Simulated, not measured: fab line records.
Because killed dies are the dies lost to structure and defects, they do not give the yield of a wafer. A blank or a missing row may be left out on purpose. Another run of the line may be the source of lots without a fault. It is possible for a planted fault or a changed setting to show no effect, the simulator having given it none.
Matching of chambers | flow nandHarc | NHARC_A_BONDPAD_ETCH_12 on rieDiel-05: 4 sister chambers
The step etches the open film in CHF3/O2, target depth 220 nm, time 110 s. 20 wafers are shown with their chamber, then 9 later ones without.

## WAFERS PAIRED WITH THEIR CHAMBERS
wafer  | chamber | drypumpMotorCurrentA (A) | rfVppV (V) | chamberPressureMTorr (mTorr)
L545.2 | 2       | 5.76                     | 366.3      | 25.008
L545.5 | 0       | 5.72                     | 371.5      | 24.999
L545.6 | 1       | 5.40                     | 366.7      | 24.988
L546.2 | 3       | 5.32                     | 371.8      | 24.979
L546.3 | 0       | 5.73                     | 372.0      | 25.011
L546.4 | 2       | 5.74                     | 367.2      | 24.990
L547.3 | 3       | 5.36                     | 370.7      | 25.003
L547.4 | 2       | 5.74                     | 368.2      | 24.971
L547.6 | 0       | 5.72                     | 371.2      | 25.018
L548.3 | 3       | 5.33                     | 370.7      | 24.981
L548.4 | 1       | 5.42                     | 368.1      | 24.984
L548.5 | 3       | 5.30                     | 370.4      | 24.987
L549.2 | 0       | 5.73                     | 371.5      | 25.016
L549.5 | 2       | 5.75                     | 366.9      | 25.007
L549.6 | 3       | 5.38                     | 370.7      | 25.022
L550.2 | 0       | 5.72                     | 372.3      | 25.022
L550.3 | 1       | 5.40                     | 366.4      | 24.976
L550.4 | 2       | 5.76                     | 366.4      | 24.990
L552.2 | 0       | 5.70                     | 372.5      | 25.015
L552.6 | 2       | 5.74                     | 368.0      | 25.009

SIGNATURES, as means of the wafers listed above
reading              | chamber 0 | chamber 1 | chamber 2 | chamber 3 | scatter within a chamber
drypumpMotorCurrentA | 5.7200    | 5.4067    | 5.7483    | 5.3380    | 0.0184
rfVppV               | 371.833   | 367.067   | 367.167   | 370.860   | 0.676
chamberPressureMTorr | 25.01350  | 24.98267  | 24.99583  | 24.99440  | 0.0133
Rule: distance of a wafer from a chamber = root of the sum over the readings of ((wafer's reading minus chamber's mean) / reading's scatter) squared. If the next closest chamber is less than 2 further off than the closest, the wafer can't be placed; otherwise it belongs to the closest. The scatter is the square root of a quotient: the sum, over the shown wafers, of each reading's squared deviation from its chamber's mean, divided by wafers minus chambers.

## WAFERS WITH NO CHAMBER GIVEN
wafer  | drypumpMotorCurrentA (A) | rfVppV (V) | chamberPressureMTorr (mTorr)
L551.1 | 5.33                     | 370.7      | 25.025
L551.4 | 5.72                     | 367.2      | 25.036
L551.6 | 5.73                     | 365.7      | 25.020
L553.1 | 5.72                     | 371.3      | 25.000
L553.2 | 5.35                     | 369.9      | 25.008
L553.3 | 5.71                     | 368.3      | 25.044
L554.3 | 5.34                     | 371.1      | 25.028
L554.5 | 5.30                     | 371.1      | 25.025
L554.6 | 5.73                     | 366.4      | 25.004

## WHICH CHAMBER EACH ONE RAN IN
wafer  | from the rows above     | in truth
L551.1 | 3                       | 3
L551.4 | 2                       | 2
L551.6 | 2                       | 2
L553.1 | 0                       | 0
L553.2 | 3                       | 3
L553.3 | can't be placed: 2 or 0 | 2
L554.3 | 3                       | 3
L554.5 | 3                       | 3
L554.6 | 2                       | 2
8 of 9 placed correctly. These rows do not allow placing 1 (true chamber among the candidates in 1). Wrongly placed: 0.
